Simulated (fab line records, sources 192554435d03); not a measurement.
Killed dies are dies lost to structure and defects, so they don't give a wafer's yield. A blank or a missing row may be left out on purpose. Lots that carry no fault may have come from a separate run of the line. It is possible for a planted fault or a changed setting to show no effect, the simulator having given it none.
Code-filled problem report in 8D (eight disciplines) form -- flow n5_finfet -- the parts of the form that need people (team, actions taken, sign-off) are left out

== 1. WHAT IS WRONG ==
head_pressure_psi at N5_MOL_CONTACT_COAG_CMP_28 reads a mean of 6.357 psi on 3 wafers of 2 lots; wafers without a fault read 4.151 psi with a standard deviation of 0.0091. That is +99 or more standard deviations from the usual mean.
The step: polishes, stops on SiNx, t overpolish 0.85 s, target thk 14.522 nm.
First seen on wafer L758.3, day 7 03:47, on cmp-03. At this step, 12 wafers from 4 lots have a number in the record. Rule for "out", or "out of limits": more than 4 standard deviations from the usual mean. Any other wafer with a number is counted as sound.

== 2. WHAT IT IS, WHAT IT ISN'T ==
question,is,is not
which readings at this step,head_pressure_psi,time_to_endpoint_s
which lots,"L758, L760","L750, L770"
which wafers of those lots,"L758.3, L760.4, L760.5","L758.2, L758.5, L760.1"
read on which tools,cmp-03,cmp-02
when,from day 7 03:47,"up to then (5 sound wafers); but 4 sound wafers of L760, L770 came after"

== 3. WHAT RULES OUT EACH SUSPECT ==
Counting: a tool at a process step up to the reading stays a suspect if it ran every lot that is out. Sound lots after the first of them don't rule it out here, since some wafers of a struck lot are sound.
- cmp-03 at N5_MOL_CONTACT_COAG_CMP_28 (polishes, stops on SiNx, t overpolish 0.85 s, target thk 14.522 nm): kept. It ran every lot that is out, first L758 (day 7 03:47); its last sound lot up to then is L750 (day 5 05:35). Its own head_pressure_psi readings are out on those wafers.
- In cmp-03 at N5_MOL_CONTACT_COAG_CMP_28, the wafers that are out were processed in chamber 0 and their sound lot-mates in chambers 1, 2.
After counting, what remains is cmp-03 at N5_MOL_CONTACT_COAG_CMP_28.

== 4. THE CAUSE (what the simulator had put in) ==
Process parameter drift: cmp-03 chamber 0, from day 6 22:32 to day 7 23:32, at N5_MOL_CONTACT_COAG_CMP_28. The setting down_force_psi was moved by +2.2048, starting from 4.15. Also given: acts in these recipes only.
Only this tool survived the counting.

== 5. THE EFFECT CHAIN, in route order ==
Each row: a reading where the mean over the struck wafers with a number is more than 3 standard deviations away from the usual. Only readings whose record carries a usual standard deviation are examined. hours: median over the lots of the time between each lot's start at the first step of this table that gives one and its start at this step. sigmas: the change, counted in usual standard deviations.
hours,step,reading,usual,on struck wafers,change,sigmas
0,N5_MOL_CONTACT_COAG_CMP_28,head_pressure_psi,4.151 psi,6.357,+2.206,+99 or more
Process steps it contains:
- N5_MOL_CONTACT_COAG_CMP_28: polishes, stops on SiNx, t overpolish 0.85 s, target thk 14.522 nm.
Later steps that measure or inspect, where all struck wafers having a row at the step show a number for every such reading and not one has moved that far: N5_BEOL_M4_RC_MEAS_101.

== 6. HOW IT WOULD HAVE BEEN CAUGHT EARLIER ==
In this record the first reading out of limits was taken at day 7 03:47, 5 hours after the fault began at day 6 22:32.
